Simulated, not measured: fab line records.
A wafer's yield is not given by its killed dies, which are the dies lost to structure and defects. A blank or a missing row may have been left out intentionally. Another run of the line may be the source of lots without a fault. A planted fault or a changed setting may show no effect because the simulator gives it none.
Chamber matching | flow nand harc | rie diel-12 running NHARC_P_ZERO_WELL_DESCUM_13: 4 sister chambers
The step chemistry O2, time 3 s. 4 wafers are shown with their chamber, then 10 later ones without.

== EACH WAFER AND ITS CHAMBER ==
wafer  | chamber | showerhead plenum p Torr (Torr)
L088.1 | 3       | 1.99
L088.6 | 1       | 1.87
L089.1 | 0       | 1.89
L089.3 | 2       | 1.98

== WAFERS WHOSE CHAMBER IS MISSING ==
wafer  | showerhead plenum p Torr (Torr)
L089.6 | 1.99
L091.2 | 1.89
L091.3 | 1.99
L091.5 | 1.89
L095.3 | 1.98
L095.4 | 1.98
L095.6 | 1.98
L097.1 | 1.98
L097.4 | 1.88
L097.5 | 1.98

== WHICH CHAMBER EACH ONE RAN IN ==
wafer  | from the rows above     | in truth
L089.6 | 3                       | 3
L091.2 | 0                       | 0
L091.3 | 3                       | 3
L091.5 | 0                       | 0
L095.3 | 2                       | 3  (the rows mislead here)
L095.4 | 2                       | 2
L095.6 | 2                       | 2
L097.1 | 2                       | 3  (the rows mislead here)
L097.4 | can't be placed: 1 or 0 | 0
L097.5 | 2                       | 2
7 of 10 placed correctly. Unplaceable from these rows: 1, with the true chamber sitting among the candidates in 1. 2 placed wrongly.
How it was worked out, from the rows above alone: a wafer's distance from a chamber is the root of the sum, over the readings, of the square of ((its reading less the chamber's mean) divided by the reading's scatter). The wafer belongs to the nearest chamber; if the next one is less than 2 further off, it can't be placed. The mean given for a chamber averages the wafers shown for that chamber. The scatter (one wafer shown for each chamber): square how far every hidden wafer sits from the nearest shown wafer, average those squares and take the square root.
